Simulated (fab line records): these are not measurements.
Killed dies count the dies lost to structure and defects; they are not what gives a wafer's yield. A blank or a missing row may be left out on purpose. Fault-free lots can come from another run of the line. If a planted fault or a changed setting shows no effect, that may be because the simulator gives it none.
What tool caused it?    flow nand harc    33 wafers from 11 lots sampled at 5 of the route's 1159 steps

WHAT EACH GAUGE READ, for each wafer
NHARC_END_SORT_01.
lot   measured      on         killed at array
L165  day 21 13:19  prober-01  12 27 16
L174  day 24 03:51  prober-01  674 677 676
L176  day 24 11:26  prober-02  676 675 674

EACH LOT AND THE TOOL THAT RAN IT (in order: tool; ch and the chambers of the sampled wafers; start)
lot   NHARC_A_STAIRCASE_TRIM_12           NHARC_A_STAIRCASE_ETCH_15           NHARC_A_STAIRCASE_TRIM_22                      NHARC_A_STAIRCASE_ETCH_25
L159  rie diel-07 ch 0,3, day 11 11:20    rie diel-07 ch 1,2,3, day 11 11:44  rie diel-07 ch 0,1,3, no start                 rie diel-07 ch 0,1, no start
L158  rie diel-05 ch 0,1,2, day 11 15:15  rie diel-05 ch 0,1,2, day 11 15:40  rie diel-13 ch 1,2,3, no start                 rie diel-13 ch 0,1,3, no start
L156  rie diel-05 ch 0,1,3, day 11 15:35  rie diel-05 ch 0,2,3, day 11 16:02  rie diel-07 ch 2,3, no start                   rie diel-07 ch 1,2, no start
L163  rie diel-13 ch 0,1,2, day 12 21:29  rie diel-13 ch 0,1,3, day 12 21:55  rie diel-13 ch 2,3, no start                   rie diel-13 ch 0,2, no start
L165  rie diel-05 ch 0,1,3, day 12 22:04  rie diel-05 ch 0,3, day 12 22:26    rie diel-13 ch 0,2,3, day 21 13:19 or earlier  rie diel-13 ch 0,3, day 21 13:19 or earlier
L161  rie diel-05 ch 2,3, day 13 01:24    rie diel-05 ch 1,2,3, day 13 01:47  rie diel-13 ch 0,1,2, no start                 rie diel-13 ch 0,1,3, no start
L169  rie diel-07 ch 0,1,2, day 14 06:52  rie diel-07 ch 0,1,3, day 14 08:45  rie diel-07 ch 2,3, no start                   rie diel-07 ch 2,3, no start
L174  rie diel-13 ch 1,2,3, day 15 06:40  rie diel-13 ch 0,1,2, day 15 07:04  rie diel-13 ch 0,1,3, day 24 03:51 or earlier  rie diel-13 ch 0,1,2, day 24 03:51 or earlier
L176  rie diel-05 ch 0,2,3, day 15 17:34  rie diel-05 ch 0,2,3, day 15 18:01  rie diel-13 ch 0,1,3, day 24 11:26 or earlier  rie diel-13 ch 0,1,2, day 24 11:26 or earlier
L177  rie diel-05 ch 0,2,3, day 16 15:15  rie diel-05 ch 0,1,2, day 16 15:39  rie diel-05 ch 0,2, no start                   rie diel-05 ch 0,1,2, no start
L178  rie diel-13 ch 0,1,2, day 16 16:01  rie diel-13 ch 1,2, day 16 16:23    rie diel-05 ch 1,2,3, no start                 rie diel-05 ch 0,1,2, no start
- NHARC_A_STAIRCASE_TRIM_12: chemistry O2, time 211.2 s.
- NHARC_A_STAIRCASE_ETCH_15: etches the open film in C4F8/O2, target depth 100 nm, time 40.5 s.
- NHARC_A_STAIRCASE_TRIM_22: chemistry O2, time 211.2 s.
- NHARC_A_STAIRCASE_ETCH_25: etches the open film in C4F8/O2, target depth 100 nm, time 40.5 s.

THE ANSWER, worked out from the rows above alone
Rule: the usual values come from the lots themselves. Put in order of their means at a reading, lots are off if they are a third of the lots or fewer, leave a main group of 4 or more, and stand apart from it by a gap of 3 or more times the standard deviation of the main group's means; of several such gaps the widest counts. A main group whose means are all the same, to the digits that the tables above print for the reading, isn't used. Also off: a lot with no number at a reading for which 4 or more lots have one. The other lots that the step has rows for count as sound.
No lot is off on any of the readings shown, so nothing can be concluded from this.

WHAT HAD BEEN PUT IN BY THE SIMULATOR
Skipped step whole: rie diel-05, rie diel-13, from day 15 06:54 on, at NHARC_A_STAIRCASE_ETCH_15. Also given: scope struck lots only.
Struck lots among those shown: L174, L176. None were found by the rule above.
